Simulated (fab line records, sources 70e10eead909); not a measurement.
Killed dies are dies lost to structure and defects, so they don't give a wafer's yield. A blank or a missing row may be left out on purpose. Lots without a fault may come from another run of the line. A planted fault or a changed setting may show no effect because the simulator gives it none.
fab line records | flow nand_harc | part 2 of 2: steps 21 to 28 of 28
record lots=5 wafers=15 last_day=24
route steps=1159 shown A_STAIRCASE@586
lots that met no fault: from a run of the same line without faults
start_h: hours from the record's first day to the start of the lot's first wafer shown | wait_h: hours since the lot's step before | " the same as in the row above | L1.1+2: a row that stands for several wafers | - no value, or no start given | * or withheld: withheld | < > ~ a bound
route shown NAME@n: a module of which the file shows steps, and the number in the route of the first | usual: mean/standard deviation of fault-free wafers | same: alike in all rows | chamber/n: place in a boat | sites: the reading at each site | _std_site: their standard deviation | _edge_site: outer sites' mean less inner sites' | radius_mm: how far each site lies from the wafer's centre | mask NAME#n: copy n | behind: the tool/chamber that last shaped the wafer | hold: why the lot was held/for how many hours/how that ended | device: the transistor (n, p or np) that didn't switch | end of line: the same wafers' tests at the end of the route | a step without rows: its recipe alone | killed: dies lost to structure and defects at the first sort, not the wafer's yield | map: a wafer's dies, x killed, . not, _ none there
set.NAME: the setting as run; set.NAME@STEP: as run at that earlier step | model.NAME: the simulator's own value behind a step, which no gauge read
lots at some steps of the route; a table a step, a row a wafer
services: from which hour (start_h, from the record's first day; less than 0 if before it) a tool's chamber was out of use, for how many hours, and why
## steps
# step NHARC_A_STAIRCASE_EXPOSE_214
# recipe na=0.5 dose_mj=31.26 mask_id=STAIR_3
# columns lot.wafer tool chamber start_h wait_h mask
L078.1+2+5 krf_scanner-03 0 259.64 - STAIR_3#0
L075.2+4+5 krf_scanner-02 0 263.60 - STAIR_3#0
L079.1+2+6 krf_scanner-01 0 268.38 - STAIR_3#0
L092.2+4+5 krf_scanner-02 0 353.84 - STAIR_3#0
L097.1+4+5 krf_scanner-01 0 374.70 - STAIR_3#0
# step NHARC_A_STAIRCASE_PEB_215
# recipe peb_temp_c=115 peb_time_s=130
# usual exhaust_pa=45.0/0.92 plate_temp_C=115.02/0.15
# columns lot.wafer tool chamber start_h wait_h exhaust_pa plate_temp_C
L078.1 litho_track-07 0 259.70 0.1 45.2 114.98
L078.2 " 0 " " 46.5 114.98
L078.5 " 0 " " 47.3 115.09
L075.2 litho_track-05 0 263.66 0.1 45.9 114.95
L075.4 " 0 " " 46.2 115.15
L075.5 " 0 " " 45.5 114.96
L079.1 litho_track-07 0 268.45 0.1 46.6 114.90
L079.2 " 0 " " 46.8 114.92
L079.6 " 0 " " 46.4 115.00
L092.2 litho_track-07 0 353.90 0.1 44.1 114.97
L092.4 " 0 " " 45.5 114.82
L092.5 " 0 " " 46.0 115.05
L097.1 litho_track-02 0 374.77 0.1 46.4 115.14
L097.4 " 0 " " 45.3 114.99
L097.5 " 0 " " 45.1 115.08
# step NHARC_A_STAIRCASE_DEVELOP_216
# recipe time_s=140
# usual exhaust_pa=45.1/0.81
# columns lot.wafer tool chamber start_h wait_h exhaust_pa
L078.1 litho_track-07 0 - - 45.8
L078.2 " 0 " " 44.8
L078.5 " 0 " " 44.9
L075.2 litho_track-05 0 - - 43.0
L075.4 " 0 " " 43.9
L075.5 " 0 " " 43.1
L079.1 litho_track-07 0 - - 45.4
L079.2 " 0 " " 45.0
L079.6 " 0 " " 45.3
L092.2 litho_track-07 0 - - 45.2
L092.4 " 0 " " 45.3
L092.5 " 0 " " 45.1
L097.1 litho_track-02 0 - - 45.2
L097.4 " 0 " " 45.0
L097.5 " 0 " " 44.4
# step NHARC_A_STAIRCASE_HARDBAKE_218
# recipe temp_c=120 time_s=140
# usual exhaust_pa=45.0/0.9
# columns lot.wafer tool chamber start_h wait_h exhaust_pa
L078.1 litho_track-07 0 259.92 - 44.9
L078.2 " 0 " " 44.8
L078.5 " 0 " " 45.7
L075.2 litho_track-05 0 263.88 - 44.7
L075.4 " 0 " " 46.2
L075.5 " 0 " " 45.4
L079.1 litho_track-02 0 268.67 - 44.4
L079.2 " 0 " " 44.5
L079.6 " 0 " " 45.5
L092.2 litho_track-02 0 354.13 - 46.6
L092.4 " 0 " " 44.8
L092.5 " 0 " " 45.2
L097.1 litho_track-07 0 374.99 - 43.9
L097.4 " 0 " " 44.8
L097.5 " 0 " " 44.9
# step NHARC_A_STAIRCASE_DESCUM_219
# recipe time_s=3 o2_flow_sccm=200 ar_flow_sccm=0 bias_power_w=0 chemistry=O2
# usual drypump_motor_current_A=5.9/0.44 oes_product_au=1.000/0.011 rf_vpp_V=57.8/0.77 showerhead_plenum_p_Torr=1.90/0.08 throttle_valve_pct=11.312/0.01
# columns lot.wafer tool chamber start_h wait_h drypump_motor_current_A oes_product_au rf_hours_counter_h rf_vpp_V showerhead_plenum_p_Torr throttle_valve_pct
L078.1 rie_diel-03 1 260.02 - 5.2 0.983 12 55.7 1.84 11.310
L078.2 " 0 " " 5.7 0.987 10 58.0 1.93 11.323
L078.5 " 1 " " 5.2 0.977 - 57.7 1.84 11.315
L075.4 rie_diel-11 0 263.97 - 6.0 1.012 25 57.4 1.82 11.325
L075.2 " 1 " " 5.7 0.996 26 59.0 1.97 11.315
L075.5 " 1 " " 5.7 0.990 - 56.8 1.97 11.309
L079.1 rie_diel-11 3 268.77 - 6.0 0.997 26 57.0 1.88 11.304
L079.2 " 0 " " 6.1 1.022 26 56.7 1.82 11.319
L079.6 " 0 " " 6.2 1.019 - 57.6 1.82 11.310
L092.4 rie_diel-11 1 354.31 - 5.7 0.997 58 57.5 1.96 11.305
L092.2 " 3 " " 6.0 1.003 54 57.5 1.87 11.309
L092.5 " 1 " " 5.7 1.000 - 57.4 1.96 11.319
L097.4 rie_diel-02 3 375.11 - 6.7 1.000 13 58.2 2.01 11.322
L097.1 " 1 " " 5.4 1.000 16 57.9 1.77 11.311
L097.5 " 0 " " 5.4 0.990 - 58.5 1.98 11.308
# step NHARC_A_STAIRCASE_TRIM_220
# recipe time_s=211.2 o2_flow_sccm=500 ar_flow_sccm=0 bias_w=0 chemistry=O2
# usual drypump_motor_current_A=5.9/0.43 oes_product_au=1.000/0.012 rf_vpp_V=57.7/0.92 showerhead_plenum_p_Torr=3.49/0.14 throttle_valve_pct=17.036/0.0094
# columns lot.wafer tool chamber start_h wait_h drypump_motor_current_A oes_product_au rf_hours_counter_h rf_vpp_V showerhead_plenum_p_Torr throttle_valve_pct
L078.2 rie_diel-03 2 260.13 0.1 5.7 1.008 13 57.5 3.64 17.038
L078.1 " 3 " " 5.2 1.001 11 57.0 3.40 17.036
L078.5 " 1 " " 5.3 0.966 - 58.1 3.41 17.041
L075.2 rie_diel-11 2 264.05 0.1 6.5 0.996 25 56.7 3.42 17.045
L075.4 " 0 " " 6.1 1.011 25 56.2 3.37 17.027
L075.5 " 3 " " 6.0 1.000 - 56.7 3.47 17.027
L079.1 rie_diel-11 2 268.98 0.2 6.4 1.001 27 57.3 3.42 17.041
L079.2 " 0 " " 6.1 1.014 27 57.4 3.37 17.041
L079.6 " 2 " " 6.4 1.007 - 58.1 3.42 17.041
L092.2 rie_diel-11 3 354.41 0.1 6.0 1.013 54 58.3 3.45 17.053
L092.4 " 0 " " 6.1 1.015 55 56.8 3.35 17.027
L092.5 " 3 " " 6.0 1.009 - 58.4 3.45 17.038
L097.4 rie_diel-02 1 375.21 0.1 5.4 1.002 16 58.2 3.28 17.037
L097.1 " 0 " " 5.4 0.986 14 58.9 3.65 17.022
L097.5 " 1 " " 5.4 1.002 - 56.7 3.28 17.016
# step NHARC_A_STAIRCASE_ETCH_221
# recipe target_depth_a=1000 time_s=40.5 ion_energy_ev=400 c4f8_flow_sccm=20 o2_flow_sccm=10 ar_flow_sccm=withheld rf_w=600 bias_w=1000 chemistry=C4F8/O2
# usual oes_product_au=0.939/0.013 rf_vpp_V=894/5
# columns lot.wafer tool chamber start_h wait_h oes_product_au rf_hours_counter_h rf_vpp_V
L078.2 rie_diel-03 3 - - 0.956 11 893
L078.1 " 0 " " 0.905 10 897
L078.5 " 0 " " 0.919 - 897
L075.2 rie_diel-11 0 - - 0.966 25 891
L075.4 " 3 " " 0.946 24 894
L075.5 " 1 " " 0.942 - 900
L079.1 rie_diel-11 2 - - 0.939 27 891
L079.2 " 1 " " 0.945 28 899
L079.6 " 3 " " 0.935 - 893
L092.4 rie_diel-11 3 - - 0.958 54 893
L092.2 " 2 " " 0.948 58 891
L092.5 " 3 " " 0.956 - 894
L097.1 rie_diel-02 2 - - 0.935 14 905
L097.4 " 3 " " 0.931 13 901
L097.5 " 0 " " 0.928 - 900
# step NHARC_A_STAIRCASE_TRIM_222
# recipe time_s=211.2 o2_flow_sccm=500 ar_flow_sccm=0 bias_w=0 chemistry=O2
# usual drypump_motor_current_A=5.8/0.43 oes_product_au=1.000/0.011 rf_vpp_V=57.6/0.86 showerhead_plenum_p_Torr=3.49/0.14 throttle_valve_pct=17.035/0.0093
# columns lot.wafer tool chamber start_h wait_h drypump_motor_current_A oes_product_au rf_hours_counter_h rf_vpp_V showerhead_plenum_p_Torr throttle_valve_pct
L078.1 rie_diel-03 3 - - 5.2 0.999 11 58.1 3.40 17.031
L078.2 " 1 " " 5.2 0.976 12 58.8 3.41 17.035
L078.5 " 3 " " 5.2 1.000 - 56.8 3.40 17.024
L075.2 rie_diel-11 1 - - 5.7 0.992 26 57.8 3.63 17.029
L075.4 " 2 " " 6.3 1.000 25 57.3 3.42 17.043
L075.5 " 2 " " 6.4 1.012 - 55.8 3.42 17.031
L079.2 rie_diel-11 1 - - 5.7 0.992 28 58.4 3.63 17.026
L079.1 " 0 " " 6.1 1.013 27 56.9 3.37 17.038
L079.6 " 1 " " 5.7 0.998 - 58.5 3.63 17.014
L092.2 rie_diel-11 0 - - 6.0 1.006 55 57.9 3.35 17.043
L092.4 " 1 " " 5.7 1.000 58 58.4 3.61 17.050
L092.5 " 3 " " 6.0 1.012 - 57.7 3.45 17.034
L097.4 rie_diel-02 2 - - 6.5 0.998 14 58.0 3.80 17.049
L097.1 " 0 " " 5.4 0.984 15 57.9 3.65 17.032
L097.5 " 2 " " 6.5 1.013 - 57.6 3.80 17.065
## services
# columns tool chamber start_h hours kind
litho_track-05 - 237.00 7.0 pm
krf_scanner-01 - 241.56 16.2 repair
plasma_asher-02 - 251.80 2.4 repair
rie_diel-02 1 257.50 4.1 repair
krf_scanner-01 - 257.78 4.0 pm
rie_diel-02 2 258.44 3.6 repair
plasma_asher-02 - 258.98 4.4 repair
krf_scanner-02 - 269.41 1.3 repair
wet_bench-07 - 272.00 8.0 pm
plasma_asher-01 - 276.00 9.0 pm
rie_diel-11 3 277.80 4.9 repair
rie_diel-02 2 280.39 2.5 repair
wet_bench-09 - 288.80 8.0 pm
rie_diel-02 2 304.28 2.5 repair
krf_scanner-03 - 309.10 1.9 repair
krf_scanner-02 - 318.67 13.9 repair
rie_diel-02 - 319.51 0.7 repair
wet_bench-03 - 322.43 8.0 pm
rie_diel-02 - 328.07 9.0 pm
litho_track-02 - 340.00 7.0 pm
plasma_asher-02 - 360.18 9.0 pm
litho_track-07 - 364.00 7.0 pm
rie_diel-11 - 366.63 9.0 pm
rie_diel-03 2 369.60 2.7 repair
